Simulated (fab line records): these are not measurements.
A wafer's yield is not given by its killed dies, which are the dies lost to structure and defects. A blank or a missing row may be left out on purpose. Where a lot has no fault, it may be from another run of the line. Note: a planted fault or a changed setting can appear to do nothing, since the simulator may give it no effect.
What tool caused it? | flow n5_finfet | at 1 step of a route of 1938, 12 lots with 36 wafers sampled

WHAT THE GAUGES SHOWED, per wafer
N5_MOL_CONTACT_COAG_THK_MEAS_53.
lot  | measured     | on            | VIA_MOL_THK (nm)
L075 | day 5 10:47  | film_metro-02 | 43.9 43.5 44.4
L077 | day 6 02:40  | film_metro-01 | 43.3 45.1 44.5
L079 | day 6 13:30  | film_metro-01 | 43.4 43.9 44.6
L081 | day 7 00:04  | film_metro-01 | 43.1 43.4 43.3
L083 | day 7 11:23  | film_metro-02 | 44.5 43.6 43.6
L085 | day 8 01:24  | film_metro-01 | 43.2 43.7 43.9
L087 | day 8 10:44  | film_metro-01 | 43.5 44.5 44.1
L089 | day 9 00:38  | film_metro-01 | 43.4 43.8 44.2
L091 | day 9 12:10  | film_metro-01 | 45.9 45.7 44.9
L093 | day 10 00:27 | film_metro-02 | 43.9 44.9 45.2
L095 | day 10 17:17 | film_metro-02 | 44.9 45.5 45.1
L097 | day 11 05:46 | film_metro-02 | 43.5 44.4 44.7

WHICH TOOL RAN EACH LOT (tool, then ch and the chambers of the sampled wafers, then the start)
There is no process step in the record ahead of these readings.

THE ANSWER, worked out from the rows above alone
Rule: the usual values come from the lots themselves. Put in order of their means at a reading, lots are off if they are a third of the lots or fewer, leave a main group of 4 or more, and stand apart from it by a gap of 3 or more times the standard deviation of the main group's means; of several such gaps the widest counts. The tables above print the reading to a certain number of digits; a main group whose means all agree to those digits is not used. Also off: a lot with no number at a reading for which 4 or more lots have one. Where the step has rows for the other lots, those lots are counted as sound.
No lot is off on any of the readings shown, so nothing can be concluded from this.

WHAT THE SIMULATOR PUT IN
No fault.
